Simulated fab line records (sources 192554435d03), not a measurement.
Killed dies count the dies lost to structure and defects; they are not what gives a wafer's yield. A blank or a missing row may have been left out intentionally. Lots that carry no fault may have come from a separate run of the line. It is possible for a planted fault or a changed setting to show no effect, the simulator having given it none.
Matching of chambers / flow n5 finfet / cmp-01 running N5_SDB_CMP_30: 4 sister chambers
The step polishes, stops on poly-Si, t overpolish 1.54 s, target thk 30 nm. 20 wafers are shown with their chamber, then 10 later ones without.

== WAFERS PAIRED WITH THEIR CHAMBERS ==
wafer=L074.3; chamber=1; time to endpoint s (s)=13; motor current A (A)=13.9; overpolish run s (s)=1.549
wafer=L074.4; chamber=3; time to endpoint s (s)=22; motor current A (A)=12.7; overpolish run s (s)=1.535
wafer=L074.5; chamber=3; time to endpoint s (s)=23; motor current A (A)=13.8; overpolish run s (s)=1.549
wafer=L081.2; chamber=3; time to endpoint s (s)=25; motor current A (A)=12.8; overpolish run s (s)=1.544
wafer=L081.3; chamber=2; time to endpoint s (s)=20; motor current A (A)=14.2; overpolish run s (s)=1.545
wafer=L081.4; chamber=0; time to endpoint s (s)=21; motor current A (A)=12.5; overpolish run s (s)=1.546
wafer=L083.1; chamber=3; time to endpoint s (s)=24; motor current A (A)=12.6; overpolish run s (s)=1.537
wafer=L083.4; chamber=0; time to endpoint s (s)=19; motor current A (A)=13.1; overpolish run s (s)=1.538
wafer=L083.5; chamber=2; time to endpoint s (s)=21; motor current A (A)=14.0; overpolish run s (s)=1.542
wafer=L086.1; chamber=0; time to endpoint s (s)=21; motor current A (A)=13.0; overpolish run s (s)=1.552
wafer=L086.3; chamber=3; time to endpoint s (s)=25; motor current A (A)=13.0; overpolish run s (s)=1.544
wafer=L086.4; chamber=1; time to endpoint s (s)=17; motor current A (A)=13.7; overpolish run s (s)=1.530
wafer=L087.1; chamber=1; time to endpoint s (s)=16; motor current A (A)=14.0; overpolish run s (s)=1.537
wafer=L087.2; chamber=0; time to endpoint s (s)=19; motor current A (A)=13.3; overpolish run s (s)=1.542
wafer=L087.3; chamber=2; time to endpoint s (s)=21; motor current A (A)=14.2; overpolish run s (s)=1.545
wafer=L088.1; chamber=0; time to endpoint s (s)=19; motor current A (A)=13.2; overpolish run s (s)=1.535
wafer=L088.4; chamber=2; time to endpoint s (s)=21; motor current A (A)=13.5; overpolish run s (s)=1.532
wafer=L088.5; chamber=0; time to endpoint s (s)=20; motor current A (A)=12.3; overpolish run s (s)=1.542
wafer=L089.2; chamber=1; time to endpoint s (s)=17; motor current A (A)=13.4; overpolish run s (s)=1.539
wafer=L089.5; chamber=3; time to endpoint s (s)=24; motor current A (A)=12.8; overpolish run s (s)=1.538

SIGNATURES (means of the wafers above)
reading=time to endpoint s; chamber 0=19.83; chamber 1=15.75; chamber 2=20.75; chamber 3=23.83; scatter within a chamber=1.2
reading=motor current A; chamber 0=12.900; chamber 1=13.750; chamber 2=13.975; chamber 3=12.950; scatter within a chamber=0.38
reading=overpolish run s; chamber 0=1.54250; chamber 1=1.53875; chamber 2=1.54100; chamber 3=1.54117; scatter within a chamber=0.00623
Rule: a wafer's distance from a chamber is the root of the sum, over the readings, of the square of ((its reading less the chamber's mean) divided by the reading's scatter). The wafer belongs to the nearest chamber; if the next one is less than 2 further off, it can't be placed. The scatter is the square root of a quotient: the sum, over the shown wafers, of each reading's squared deviation from its chamber's mean, divided by wafers minus chambers.

== WAFERS WHOSE CHAMBER IS MISSING ==
wafer=L089.6; time to endpoint s (s)=18; motor current A (A)=12.9; overpolish run s (s)=1.535
wafer=L090.2; time to endpoint s (s)=17; motor current A (A)=14.6; overpolish run s (s)=1.538
wafer=L090.3; time to endpoint s (s)=24; motor current A (A)=12.8; overpolish run s (s)=1.547
wafer=L090.5; time to endpoint s (s)=25; motor current A (A)=14.5; overpolish run s (s)=1.538
wafer=L091.1; time to endpoint s (s)=23; motor current A (A)=13.3; overpolish run s (s)=1.525
wafer=L091.3; time to endpoint s (s)=24; motor current A (A)=13.6; overpolish run s (s)=1.541
wafer=L091.5; time to endpoint s (s)=25; motor current A (A)=13.2; overpolish run s (s)=1.550
wafer=L092.2; time to endpoint s (s)=20; motor current A (A)=13.2; overpolish run s (s)=1.537
wafer=L092.4; time to endpoint s (s)=18; motor current A (A)=14.4; overpolish run s (s)=1.533
wafer=L092.5; time to endpoint s (s)=15; motor current A (A)=14.0; overpolish run s (s)=1.530

== CHAMBER TAKEN BY EACH ==
wafer=L089.6; from the rows above=can't be placed: 0 or 1 or 2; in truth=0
wafer=L090.2; from the rows above=can't be placed: 1 or 2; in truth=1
wafer=L090.3; from the rows above=3; in truth=3
wafer=L090.5; from the rows above=can't be placed: 2 or 3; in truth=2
wafer=L091.1; from the rows above=can't be placed: 3 or 2 or 0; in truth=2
wafer=L091.3; from the rows above=can't be placed: 3 or 2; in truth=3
wafer=L091.5; from the rows above=3; in truth=3
wafer=L092.2; from the rows above=can't be placed: 0 or 2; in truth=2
wafer=L092.4; from the rows above=can't be placed: 1 or 2 or 0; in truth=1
wafer=L092.5; from the rows above=1; in truth=1
Correctly placed: 3 of 10. These rows do not allow placing 7 (true chamber among the candidates in 7). Wrongly placed: 0.
